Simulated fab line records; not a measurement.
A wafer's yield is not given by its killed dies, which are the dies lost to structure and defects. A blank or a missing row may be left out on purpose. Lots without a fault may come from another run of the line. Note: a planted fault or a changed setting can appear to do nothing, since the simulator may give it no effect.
Which of the tools did it? + flow n5-finfet + 15 lots with 45 wafers sampled at 3 steps, on a route of 1938 steps

## WHAT EACH GAUGE READ, for each wafer
N5_BEOL_M14_OVL_MEAS_11.
| lot  | measured     | on         | V13_OVL (nm) |
|------|--------------|------------|--------------|
| L884 | day 11 08:02 | overlay-02 | 7 3 5        |
| L885 | day 11 17:13 | overlay-02 | 0 5 2        |
| L886 | day 11 21:49 | overlay-02 | 3 6 2        |
| L887 | day 11 23:44 | overlay-02 | -7 2 -7      |
| L888 | day 13 04:28 | overlay-02 | 2 0 -4       |
| L891 | day 13 20:35 | overlay-02 | -4 0 -2      |
| L892 | day 13 21:48 | overlay-02 | 4 -4 2       |
| L894 | day 14 00:07 | overlay-02 | 2 0 1        |
| L893 | day 14 07:14 | overlay-02 | 5 5 3        |
| L896 | day 15 11:49 | overlay-02 | 6 5 3        |
| L901 | day 16 08:32 | overlay-02 | -5 -2 1      |
| L900 | day 16 08:52 | overlay-02 | 12 5 5       |
| L902 | day 16 09:02 | overlay-02 | -3 -5 2      |
| L904 | day 17 18:20 | overlay-02 | -7 -5 -4     |
| L905 | day 17 18:47 | overlay-02 | -3 0 -2      |

N5_BEOL_M14_INSPECT_12: inspects for defects (macro).
| lot  | measured     | on                | raw-defect-count |
|------|--------------|-------------------|------------------|
| L884 | day 11 08:04 | defect-inspect-02 | 0 2 4            |
| L885 | day 11 17:14 | defect-inspect-02 | 3 2 5            |
| L886 | day 11 21:51 | defect-inspect-02 | 1 5 2            |
| L887 | day 11 23:45 | defect-inspect-02 | 2 2 3            |
| L888 | day 13 04:29 | defect-inspect-02 | 2 7 2            |
| L891 | day 13 20:36 | defect-inspect-01 | 2 4 1            |
| L892 | day 13 21:49 | defect-inspect-02 | 3 1 2            |
| L894 | day 14 00:08 | defect-inspect-02 | 3 2 1            |
| L893 | day 14 07:15 | defect-inspect-01 | 4 1 2            |
| L896 | day 15 11:51 | defect-inspect-01 | 1 1 1            |
| L901 | day 16 08:34 | defect-inspect-01 | 4 2 1            |
| L900 | day 16 08:53 | defect-inspect-01 | 3 1 2            |
| L902 | day 16 09:04 | defect-inspect-01 | 1 2 0            |
| L904 | day 17 18:22 | defect-inspect-02 | 4 2 4            |
| L905 | day 17 18:49 | defect-inspect-02 | 2 1 2            |

N5_BEOL_M14_CD_MEAS_17 targets a cd of 250 nm.
| lot  | measured     | on        | cd-nm (nm)        |
|------|--------------|-----------|-------------------|
| L884 | day 11 08:34 | cd-sem-03 | 255.6 254.3 254.1 |
| L885 | day 11 17:45 | cd-sem-03 | 253.2 249.5 251.8 |
| L886 | day 11 22:19 | cd-sem-03 | 249.8 253.7 251.8 |
| L887 | day 12 00:13 | cd-sem-01 | 251.6 250.5 251.0 |
| L888 | day 13 05:17 | cd-sem-03 | 252.6 247.7 249.5 |
| L891 | day 13 21:04 | cd-sem-03 | 253.4 249.6 248.1 |
| L892 | day 13 22:31 | cd-sem-03 | 251.9 252.6 254.4 |
| L894 | day 14 00:37 | cd-sem-03 | 247.8 249.6 253.4 |
| L893 | day 14 07:44 | cd-sem-03 | 254.2 254.2 251.3 |
| L896 | day 15 12:19 | cd-sem-01 | 251.2 250.8 252.8 |
| L901 | day 16 09:02 | cd-sem-03 | 255.4 251.8 251.1 |
| L900 | day 16 09:21 | cd-sem-03 | 251.2 253.0 249.9 |
| L902 | day 16 09:49 | cd-sem-01 | 250.9 254.2 249.6 |
| L904 | day 17 18:50 | cd-sem-02 | 251.8 253.5 253.8 |
| L905 | day 17 19:17 | cd-sem-02 | 253.4 252.5 253.8 |

## WHAT TOOL EACH LOT RAN ON (gives the tool, then ch and the chambers of the sampled wafers, and finally the start)
No process step before these readings appears in the record.

## WHAT THE TOOLS THEMSELVES READ (means of the sampled wafers that have a number; where no wafer has one, the mark that the record gives instead)
The record holds no such reading with a usual standard deviation.

## THE ANSWER, worked out from the rows above alone
Rule: the lots themselves supply what counts as usual. Put in order of their means at a reading, lots are off if they are a third of the lots or fewer, leave a main group of 4 or more, and stand apart from it by a gap of 3 or more times the standard deviation of the main group's means; of several such gaps the widest counts. If all means in a main group match to the digits the tables above print for the reading, that group is not used. Also off: a lot with no number at a reading for which 4 or more lots have one. Where the step has rows for the other lots, those lots are counted as sound. After the gauges, taken in route order, come the tools' own readings; for these a lot's mean is taken, as printed above. At the first step where some lot is off, the reading lying furthest off is the one used; lots without a number count as furthest.
None of the lots is off at any reading shown; this tells nothing.

## WHAT WAS PUT IN BY THE SIMULATOR
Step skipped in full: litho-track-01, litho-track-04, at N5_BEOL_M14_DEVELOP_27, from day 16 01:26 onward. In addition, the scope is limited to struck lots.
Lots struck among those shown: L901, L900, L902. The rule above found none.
